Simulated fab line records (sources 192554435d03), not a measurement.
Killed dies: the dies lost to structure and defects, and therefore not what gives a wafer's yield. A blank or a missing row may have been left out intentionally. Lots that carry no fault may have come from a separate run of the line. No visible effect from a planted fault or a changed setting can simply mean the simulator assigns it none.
fab line records + flow n5Finfet
[record]
- lots = 10
- wafers = 30
- lastDay = 16
route steps=1938 shown BEOL_M1@826 BEOL_M2@843 BEOL_M4@1111
lots with no fault: from the same line, run without faults
startH: start of the lot's first displayed wafer, in hours after the record's first day + waitH: hours from the lot's prior step to this one + " the same as in the row above + L1.1+2: several wafers, shown together as one row + - either no value or no given start + * or withheld: withheld + < > ~ a bound
route shown NAME@n: names a module that has steps shown in the file, with the first one's number in the route + usual: average and standard deviation across the fault-free wafers + same: alike in all rows + chamber/n: place in a boat + sites: readings site by site + _std_site: the values' standard deviation + _edge_site: outer sites' mean less inner sites' + radiusMm: for every site, how far away it sits from the centre of the wafer + mask NAME#n: copy n + behind: tool/chamber where the wafer was last shaped + hold: why the lot was held/for how many hours/how that ended + device: the n, p or np transistor that did not switch + end of line: the tests these same wafers got at the end of their route + a step given without rows: its recipe and nothing more + killed: count of dies lost to structure and defects at first sort (not the wafer's yield) + map: per-die view of a wafer (x killed, . not killed, _ where there is no die)
set.NAME: setting as actually run; set.NAME@STEP: the setting as run at that earlier step + model.NAME: the simulator's own value behind a step, which no gauge read
steps of the route over a sample of lots; a table a step, a row a wafer
services: the hour from which a tool's chamber was out of use, counted from the record's first day as startH (under 0 if before that day), plus the number of hours and why
[[steps]]
[step N5_BEOL_M1_SPUTTER_92]
[recipe]
- material = Cu
- targetThkA = 45
- tempC = -20
- chamberPressurePa = 0.07
- powerW = withheld
- timeS = 8.29
[usual]
- throttleValvePct = 29.7/1.3
| lot.wafer | tool          | chamber | startH | waitH | throttleValvePct |
|-----------|---------------|---------|--------|-------|------------------|
| L634.2    | pvdSputter-03 | -       | 143.85 | 0.1   | 32.3             |
| L634.4    | "             | -       | "      | "     | 27.9             |
| L634.6    | "             | -       | "      | "     | 27.9             |
| L637.1    | pvdSputter-02 | -       | 159.84 | 0.1   | 29.6             |
| L637.4    | "             | -       | "      | "     | 27.9             |
| L637.6    | "             | -       | "      | "     | 29.4             |
| L636.1    | pvdSputter-01 | -       | 163.19 | 0.1   | 31.0             |
| L636.3    | "             | -       | "      | "     | 28.4             |
| L636.6    | "             | -       | "      | "     | 31.0             |
| L638.1    | pvdSputter-03 | -       | 163.38 | 0.1   | 27.9             |
| L638.3    | "             | -       | "      | "     | 29.6             |
| L638.6    | "             | -       | "      | "     | 27.9             |
| L644.1    | pvdSputter-02 | -       | 197.65 | 0.1   | 29.9             |
| L644.2    | "             | -       | "      | "     | 29.4             |
| L644.4    | "             | -       | "      | "     | 29.6             |
| L645.2    | pvdSputter-03 | -       | 214.80 | 0.1   | 32.2             |
| L645.5    | "             | -       | "      | "     | 27.7             |
| L645.6    | "             | -       | "      | "     | 32.2             |
| L647.2    | pvdSputter-01 | -       | 230.60 | 0.1   | 31.5             |
| L647.3    | "             | -       | "      | "     | 30.5             |
| L647.6    | "             | -       | "      | "     | 28.3             |
| L649.4    | pvdSputter-03 | -       | 233.07 | 0.1   | 27.8             |
| L649.5    | "             | -       | "      | "     | 29.6             |
| L649.6    | "             | -       | "      | "     | 32.3             |
| L650.1    | pvdSputter-03 | -       | 238.99 | 0.1   | 32.2             |
| L650.4    | "             | -       | "      | "     | 29.9             |
| L650.6    | "             | -       | "      | "     | 32.2             |
| L652.2    | pvdSputter-02 | -       | 250.64 | 0.1   | 27.9             |
| L652.3    | "             | -       | "      | "     | 29.4             |
| L652.4    | "             | -       | "      | "     | 29.6             |
[step N5_BEOL_M1_ANNEAL_93]
[recipe]
- tempC = 400
- timeS = 240
- ambient = vacuum
[usual]
- heaterPowerW = 849/88
| lot.wafer | tool          | chamber | startH | waitH | heaterPowerW |
|-----------|---------------|---------|--------|-------|--------------|
| L634.2    | pvdSputter-03 | -       | 143.93 | 0.0   | 740          |
| L634.4    | "             | -       | "      | "     | 779          |
| L634.6    | "             | -       | "      | "     | 787          |
| L637.1    | pvdSputter-02 | -       | 159.92 | 0.0   | 910          |
| L637.4    | "             | -       | "      | "     | 815          |
| L637.6    | "             | -       | "      | "     | 894          |
| L636.1    | pvdSputter-01 | -       | 163.27 | 0.0   | 928          |
| L636.3    | "             | -       | "      | "     | 741          |
| L636.6    | "             | -       | "      | "     | 957          |
| L638.1    | pvdSputter-03 | -       | 163.46 | 0.0   | 761          |
| L638.3    | "             | -       | "      | "     | 999          |
| L638.6    | "             | -       | "      | "     | 787          |
| L644.1    | pvdSputter-02 | -       | 197.73 | 0.0   | 989          |
| L644.2    | "             | -       | "      | "     | 936          |
| L644.4    | "             | -       | "      | "     | 743          |
| L645.2    | pvdSputter-03 | -       | 214.88 | 0.0   | 744          |
| L645.5    | "             | -       | "      | "     | 769          |
| L645.6    | "             | -       | "      | "     | 745          |
| L647.2    | pvdSputter-01 | -       | 230.68 | 0.0   | 924          |
| L647.3    | "             | -       | "      | "     | 941          |
| L647.6    | "             | -       | "      | "     | 713          |
| L649.4    | pvdSputter-03 | -       | 233.15 | 0.0   | 748          |
| L649.5    | "             | -       | "      | "     | 956          |
| L649.6    | "             | -       | "      | "     | 736          |
| L650.1    | pvdSputter-03 | -       | 239.07 | 0.0   | 737          |
| L650.4    | "             | -       | "      | "     | 930          |
| L650.6    | "             | -       | "      | "     | 740          |
| L652.2    | pvdSputter-02 | -       | 250.72 | 0.0   | 803          |
| L652.3    | "             | -       | "      | "     | 896          |
| L652.4    | "             | -       | "      | "     | 745          |
[step N5_BEOL_M2_PECVD_72]
[recipe]
- material = SiO2
- targetThkA = 160
- tempC = 400
- precursor = TEOS/O2
- pressureTorr = 5.5
- rfW = 450
- teosFlowSccm = 53.8
- gas = O2
- flowSccm = 3000
- timeS = 18
[usual]
- heaterPowerW = 704/100
- showerheadPlenumPTorr = 8.79/0.073
- throttleValvePct = 22.5/0.95
| lot.wafer | tool     | chamber | startH | waitH | heaterPowerW | showerheadPlenumPTorr | sinceWetCleanH | throttleValvePct |
|-----------|----------|---------|--------|-------|--------------|-----------------------|----------------|------------------|
| L634.2    | pecvd-04 | 0       | 145.51 | 0.0   | 640          | 8.74                  | 849            | 23.3             |
| L634.4    | "        | 2       | "      | "     | 901          | 8.79                  | -              | 21.1             |
| L634.6    | "        | 1       | "      | "     | 809          | 8.81                  | -              | 21.8             |
| L637.1    | pecvd-02 | 0       | 161.50 | 0.0   | 570          | 8.72                  | 684            | 23.5             |
| L637.4    | "        | 2       | "      | "     | 703          | 8.71                  | -              | 23.2             |
| L637.6    | "        | 0       | "      | "     | 579          | 8.74                  | -              | 23.4             |
| L636.1    | pecvd-02 | 0       | 164.86 | 0.0   | 537          | 8.73                  | 687            | 23.2             |
| L636.3    | "        | 2       | "      | "     | 696          | 8.69                  | 2137           | 23.0             |
| L636.6    | "        | 1       | "      | "     | 745          | 8.70                  | -              | 24.1             |
| L638.1    | pecvd-03 | 0       | 165.06 | 0.0   | 658          | 8.90                  | 1231           | 22.1             |
| L638.3    | "        | 1       | "      | "     | 568          | 8.89                  | 1956           | 22.9             |
| L638.6    | "        | 2       | "      | "     | 824          | 8.78                  | -              | 21.4             |
| L644.1    | pecvd-03 | 0       | 199.71 | 0.0   | 572          | 8.89                  | 1266           | 22.3             |
| L644.2    | "        | 1       | "      | "     | 630          | 8.88                  | 1991           | 23.1             |
| L644.4    | "        | 1       | "      | "     | 637          | 8.90                  | -              | 22.7             |
| L645.2    | pecvd-03 | 2       | 216.47 | 0.0   | 729          | 8.74                  | 473            | 21.9             |
| L645.5    | "        | 0       | "      | "     | 686          | 8.87                  | -              | 22.1             |
| L645.6    | "        | 2       | "      | "     | 738          | 8.72                  | -              | 22.0             |
| L647.2    | pecvd-03 | 0       | 232.61 | 0.0   | 621          | 8.88                  | 1299           | 22.4             |
| L647.3    | "        | 1       | "      | "     | 652          | 8.88                  | 2024           | 23.3             |
| L647.6    | "        | 2       | "      | "     | 781          | 8.74                  | -              | 22.0             |
| L649.4    | pecvd-03 | 1       | 234.88 | 0.1   | 652          | 8.88                  | -              | 22.8             |
| L649.5    | "        | 2       | "      | "     | 799          | 8.74                  | -              | 21.8             |
| L649.6    | "        | 0       | "      | "     | 606          | 8.87                  | -              | 22.5             |
| L650.1    | pecvd-04 | 0       | 240.64 | 0.0   | 624          | 8.74                  | 945            | 23.2             |
| L650.4    | "        | 0       | "      | "     | 635          | 8.76                  | -              | 23.3             |
| L650.6    | "        | 2       | "      | "     | 706          | 8.83                  | -              | 21.0             |
| L652.2    | pecvd-03 | 1       | 252.31 | 0.0   | 616          | 8.89                  | 2044           | 22.7             |
| L652.3    | "        | 0       | "      | "     | 671          | 8.90                  | 1319           | 21.9             |
| L652.4    | "        | 2       | "      | "     | 820          | 8.76                  | -              | 21.4             |
[step N5_BEOL_M2_COAT_61]
[recipe]
- resist = SOC
- tempC = 250
- timeS = 60
- spinRpm = 1500
- resistThkNm = 60
[usual]
- plateTempC = 250.00/0.16
- spinSpeedRpm = 1500.1/0.95
| lot.wafer | tool          | chamber | startH | waitH | plateTempC | spinSpeedRpm |
|-----------|---------------|---------|--------|-------|------------|--------------|
| L634.2    | lithoTrack-01 | 0       | 147.58 | 0.1   | 249.97     | 1500.9       |
| L634.4    | "             | 0       | "      | "     | 250.13     | 1500.2       |
| L634.6    | "             | 0       | "      | "     | 249.85     | 1500.5       |
| L637.1    | lithoTrack-02 | 0       | 161.93 | 0.1   | 249.88     | 1499.9       |
| L637.4    | "             | 0       | "      | "     | 249.80     | 1500.5       |
| L637.6    | "             | 0       | "      | "     | 249.58     | 1500.6       |
| L636.1    | lithoTrack-02 | 0       | 167.45 | 0.1   | 249.70     | 1499.5       |
| L636.3    | "             | 0       | "      | "     | 249.74     | 1498.9       |
| L636.6    | "             | 0       | "      | "     | 249.87     | 1498.1       |
| L638.1    | lithoTrack-04 | 0       | 167.55 | 0.1   | 250.08     | 1499.9       |
| L638.3    | "             | 0       | "      | "     | 250.07     | 1499.8       |
| L638.6    | "             | 0       | "      | "     | 249.95     | 1500.5       |
| L644.1    | lithoTrack-04 | 0       | 199.89 | 0.1   | 250.28     | 1403.0       |
| L644.2    | "             | 0       | "      | "     | 250.22     | 1405.7       |
| L644.4    | "             | 0       | "      | "     | 250.11     | 1405.6       |
| L645.2    | lithoTrack-04 | 0       | 217.80 | 0.1   | 250.01     | 1405.0       |
| L645.5    | "             | 0       | "      | "     | 250.19     | 1406.7       |
| L645.6    | "             | 0       | "      | "     | 250.00     | 1405.1       |
| L647.2    | lithoTrack-01 | 0       | 233.74 | 0.1   | 249.87     | 1500.6       |
| L647.3    | "             | 0       | "      | "     | 250.19     | 1500.7       |
| L647.6    | "             | 0       | "      | "     | 250.08     | 1499.4       |
| L649.4    | lithoTrack-01 | 0       | 236.83 | 0.1   | 250.07     | 1500.0       |
| L649.5    | "             | 0       | "      | "     | 249.79     | 1500.8       |
| L649.6    | "             | 0       | "      | "     | 249.95     | 1500.3       |
| L650.1    | lithoTrack-02 | 0       | 242.61 | 0.1   | 250.03     | 1500.4       |
| L650.4    | "             | 0       | "      | "     | 250.03     | 1500.7       |
| L650.6    | "             | 0       | "      | "     | 250.12     | 1500.5       |
| L652.2    | lithoTrack-02 | 0       | 252.55 | 0.1   | 250.10     | 1499.4       |
| L652.3    | "             | 0       | "      | "     | 249.82     | 1500.4       |
| L652.4    | "             | 0       | "      | "     | 250.07     | 1500.7       |
[step N5_BEOL_M4_RC_MEAS_101]
[usual]
- DIBL_N = 36.3/1
- DIBL_P = 36.2/1.4
- IOFF_N = 0.157/0.021
- IOFF_P = 0.206/0.025
- ION_N = 673/9
- ION_P = 461/6.4
- SS_N = 71.5/0.5
- SS_P = 73.2/0.47
- VT_N = 249.9/2.4
- VT_P = -250.6/2.9
| lot.wafer | tool      | chamber | startH | waitH | DIBL_N[mV/V] | DIBL_P[mV/V] | IOFF_N[nA/um] | IOFF_P[nA/um] | ION_N[uA/um] | ION_P[uA/um] | SS_N[mV/dec] | SS_P[mV/dec] | VT_N[mV] | VT_P[mV] |
|-----------|-----------|---------|--------|-------|--------------|--------------|---------------|---------------|--------------|--------------|--------------|--------------|----------|----------|
| L634.2    | prober-02 | 0       | 178.17 | 0.2   | 36.3         | 36.9         | 0.150         | 0.209         | 659          | 457          | 71.7         | 72.9         | 252.3    | -251.1   |
| L634.4    | "         | 0       | "      | "     | 35.5         | 36.1         | 0.134         | 0.194         | 657          | 452          | 71.6         | 73.6         | 255.2    | -251.2   |
| L634.6    | "         | 0       | "      | "     | 37.9         | 38.2         | 0.171         | 0.225         | 669          | 461          | 72.7         | 74.3         | 250.0    | -252.0   |
| L637.1    | prober-02 | 0       | 199.64 | 0.0   | 36.7         | 37.4         | 0.170         | 0.224         | 669          | 464          | 72.4         | 73.5         | 247.3    | -249.1   |
| L637.4    | "         | 0       | "      | "     | 35.1         | 36.1         | 0.145         | 0.196         | 665          | 456          | 71.5         | 73.2         | 251.9    | -252.0   |
| L637.6    | "         | 0       | "      | "     | 35.3         | 36.2         | 0.144         | 0.196         | 661          | 458          | 70.9         | 73.4         | 251.8    | -252.4   |
| L638.1    | prober-01 | 0       | 201.54 | 0.0   | 37.5         | 35.9         | 0.151         | 0.199         | 668          | 464          | 71.5         | 73.9         | 250.2    | -249.6   |
| L638.3    | "         | 0       | "      | "     | 39.5         | 38.7         | 0.202         | 0.242         | 686          | 467          | 72.3         | 73.3         | 246.9    | -247.3   |
| L638.6    | "         | 0       | "      | "     | 38.3         | 37.6         | 0.181         | 0.226         | 686          | 469          | 71.5         | 73.5         | 250.7    | -250.6   |
| L636.1    | prober-01 | 0       | 203.23 | 0.0   | 35.1         | 35.5         | 0.132         | 0.191         | 675          | 465          | 70.5         | 72.7         | 252.1    | -252.4   |
| L636.3    | "         | 0       | "      | "     | 36.8         | 37.4         | 0.159         | 0.221         | 679          | 471          | 71.0         | 73.3         | 246.7    | -248.8   |
| L636.6    | "         | 0       | "      | "     | 36.6         | 37.1         | 0.158         | 0.216         | 679          | 464          | 71.9         | 72.9         | 248.5    | -251.5   |
| L644.1    | prober-02 | 0       | 237.13 | 0.0   | 37.0         | 37.4         | 0.161         | 0.206         | 671          | 460          | 71.6         | 73.0         | 253.7    | -251.2   |
| L644.2    | "         | 0       | "      | "     | 37.3         | 37.7         | 0.164         | 0.208         | 668          | 455          | 72.2         | 73.4         | 250.5    | -253.6   |
| L644.4    | "         | 0       | "      | "     | 37.2         | 38.3         | 0.170         | 0.222         | 687          | 462          | 72.1         | 72.6         | 247.8    | -251.6   |
| L645.2    | prober-01 | 0       | 247.33 | 0.2   | 35.0         | 34.8         | 0.146         | 0.197         | 674          | 465          | 71.1         | 72.9         | 250.0    | -252.0   |
| L645.5    | "         | 0       | "      | "     | 35.3         | 35.0         | 0.152         | 0.201         | 661          | 454          | 71.4         | 73.1         | 254.8    | -248.4   |
| L645.6    | "         | 0       | "      | "     | 36.3         | 36.4         | 0.173         | 0.220         | 677          | 459          | 71.4         | 72.9         | 247.7    | -250.4   |
| L647.2    | prober-02 | 0       | 263.53 | 0.2   | 35.6         | 35.0         | 0.139         | 0.220         | 666          | 466          | 71.5         | 72.8         | 251.5    | -247.1   |
| L647.3    | "         | 0       | "      | "     | 37.0         | 35.2         | 0.150         | 0.224         | 671          | 462          | 71.8         | 73.1         | 250.7    | -247.0   |
| L647.6    | "         | 0       | "      | "     | 36.3         | 35.1         | 0.145         | 0.217         | 661          | 462          | 71.1         | 72.9         | 251.4    | -247.4   |
| L649.4    | prober-02 | 0       | 268.79 | 0.5   | 35.6         | 35.9         | 0.151         | 0.179         | 665          | 455          | 70.6         | 73.3         | 248.0    | -254.9   |
| L649.5    | "         | 0       | "      | "     | 36.8         | 37.1         | 0.173         | 0.206         | 666          | 455          | 71.6         | 72.8         | 250.0    | -251.5   |
| L649.6    | "         | 0       | "      | "     | 36.5         | 37.8         | 0.172         | 0.214         | 678          | 463          | 71.6         | 73.4         | 248.5    | -252.5   |
| L650.1    | prober-01 | 0       | 271.10 | 0.0   | 37.3         | 38.0         | 0.173         | 0.249         | 690          | 471          | 72.1         | 73.8         | 249.4    | -244.6   |
| L650.4    | "         | 0       | "      | "     | 37.6         | 38.4         | 0.181         | 0.255         | 685          | 480          | 72.4         | 73.7         | 245.4    | -244.6   |
| L650.6    | "         | 0       | "      | "     | 36.7         | 36.6         | 0.157         | 0.226         | 674          | 466          | 72.5         | 72.7         | 247.9    | -248.5   |
| L652.2    | prober-01 | 0       | 287.29 | 0.8   | 35.8         | 36.5         | 0.162         | 0.227         | 680          | 469          | 71.4         | 74.0         | 245.4    | -247.4   |
| L652.3    | "         | 0       | "      | "     | 34.6         | 35.0         | 0.136         | 0.198         | 670          | 467          | 71.5         | 72.7         | 251.9    | -251.0   |
| L652.4    | "         | 0       | "      | "     | 35.3         | 35.7         | 0.152         | 0.210         | 677          | 468          | 71.4         | 73.7         | 251.6    | -245.4   |
[[services]]
| tool          | chamber | startH | hours | kind                         |
|---------------|---------|--------|-------|------------------------------|
| pvdSputter-02 | -       | 125.20 | 3.7   | repair                       |
| lithoTrack-02 | -       | 129.95 | -     | consumableReplace:filter     |
| pecvd-04      | -       | 133.61 | 0.5   | repair                       |
| pecvd-03      | -       | 182.57 | 0.5   | repair                       |
| pecvd-02      | -       | 184.46 | 1.2   | repair                       |
| pecvd-04      | -       | 197.88 | 0.6   | repair                       |
| pecvd-02      | 2       | 202.38 | -     | clean                        |
| pecvd-02      | 2       | 202.38 | -     | consumableReplace:showerhead |
| pecvd-02      | 2       | 202.38 | 29.0  | scheduledDown                |
| pecvd-02      | 2       | 202.38 | 29.0  | ventCycle                    |
| pecvd-04      | 1       | 226.33 | 5.5   | scheduledDown                |
[[key]]
[firstSign]
- step = N5_BEOL_M2_COAT_61
- reading = spinSpeedRpm
- direction = down
- sigmas = 99+
- usual = *
- struck = *
effect none on later readings
metAt N5_BEOL_M2_COAT_61
struckLots L644,L645
notActingAt N5_BEOL_M1_SPUTTER_92,N5_BEOL_M1_ANNEAL_93,N5_BEOL_M2_PECVD_72
onsetBetween 167.55 199.89
[fault]
- kind = processParameterDrift
- tool = lithoTrack-04
- chamber = -
- onsetH = 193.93
- steps = N5_BEOL_M2_COAT_61
- channel = spinRpm
- offset = *
- shape = step
- endH = 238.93
- actsIn = *
- stated = *
